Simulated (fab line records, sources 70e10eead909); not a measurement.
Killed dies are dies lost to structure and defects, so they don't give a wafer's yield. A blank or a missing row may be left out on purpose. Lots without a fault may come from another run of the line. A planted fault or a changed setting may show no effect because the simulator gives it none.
A struck lot beside a sound one | flow nand_harc | 15 steps out of a route of 1159
Sound: wafers L539.1, L539.2, L539.5. Struck: wafers L535.1, L535.3, L535.5. The cause comes at the end.
At each step with rows: each side's tool, then ch and its chambers, then its first start. Under that, the readings that differ: sound wafers | struck wafers | difference of the means | sigmas: that difference in standard deviations of wafers without a fault.
alike: readings whose means differ by less than 2 such deviations, and words and numbers that are the same on both sides. not compared: withheld readings, readings that some wafer has no value for, bounds like >300 that may hide the same value, and numbers for which the record gives no deviation and whose values overlap.
The two part at a step that has a row with sigmas, a row that says differs or no value, or rows on one side only. Numbers that don't overlap but have no deviation are shown without sigmas and don't part them. A reading that every wafer of one side lacks parts them only if that side has two wafers or more.

first, 2 steps without rows for these wafers: NHARC_P_M0_DESCUM_14 (chemistry O2, time 3 s); NHARC_P_M0_ETCH_34 (etches the open film in N2/H2, target depth 40 nm, overetch 12 nm, time 43.94 s).
NHARC_P_M0_ETCH_15: etches the open film in C4F8/Ar, target depth 150 nm, overetch 15 nm, time 82.5 s.
  sound on rie_diel-13 ch 1,3; struck on rie_diel-13 ch 0,2,3
  alike: oes_product_au, rf_vpp_V
  not compared: rf_hours_counter_h
NHARC_P_M0_CD_MEAS_16:
  sound on cd_sem-01, day 9 05:23; struck on cd_sem-01, day 7 23:18
  alike: cd_nm
NHARC_P_M0_STRIP_18: strips in N2/H2.
  sound on rie_diel-01 ch 0,1,2, day 9 05:29; struck on rie_diel-13 ch 1,2,3, day 7 23:22
  alike: drypump_motor_current_A, n2_flow_sccm, oes_product_au, rf_vpp_V, showerhead_plenum_p_Torr, throttle_valve_pct
  not compared: rf_hours_counter_h
then, 2 steps without rows for these wafers: NHARC_P_M0_STRIP_19 (strips in post etch residue remover, time 600 s); NHARC_P_M0_DEGAS_28 (time 60 s).
NHARC_P_M0_PRE_CLEAN_29: time 30 s.
  sound on pvd_sputter-01; struck on pvd_sputter-03
  alike: heater_power_w
NHARC_P_M0_PVD_20: deposits TaN, target thk 5 nm, time 8.06 s.
  sound on pvd_sputter-01; struck on pvd_sputter-03
  alike: throttle_valve_pct
then, 2 steps without rows for these wafers: NHARC_P_M0_PVD_21 (deposits Cu, target thk 30 nm, time 20.49 s); NHARC_P_M0_ECD_22 (material Cu, target thk 400 nm).
NHARC_P_M0_ANNEAL_30: time 90 s.
  sound on rtp_anneal-01 ch 0, day 9 06:45; struck on rtp_anneal-01 ch 0, day 8 00:43
  alike: wafer_temp_C_max
NHARC_P_M0_CMP_23: polishes, t overpolish 20 s, target thk 117.53 nm.
  sound on cmp-03 ch 1,2,3, day 9 07:05; struck on cmp-01 ch 0,3, day 8 01:03
  no value came back on the struck wafers for edge_zone_pressure_frac, motor_current_A (A), time_to_endpoint_s (s); on the sound wafers edge_zone_pressure_frac reads 1.003 0.998 1.005
NHARC_P_M0_THK_MEAS_24: measures by xrf.
  sound on film_metro-01, day 9 07:25; struck on film_metro-01, day 8 01:22
  reading     | sound             | struck            | difference | sigmas
  thk_nm (nm) | 116.2 115.7 114.4 | 397.6 389.7 404.5 | +281.8     | +99 or more
then, 1 step without rows for these wafers: NHARC_P_M0_SRD_25.

WHERE THEY PART
First at NHARC_P_M0_CMP_23; last, within this record, at NHARC_P_M0_THK_MEAS_24.

WHY: what the simulator had put in
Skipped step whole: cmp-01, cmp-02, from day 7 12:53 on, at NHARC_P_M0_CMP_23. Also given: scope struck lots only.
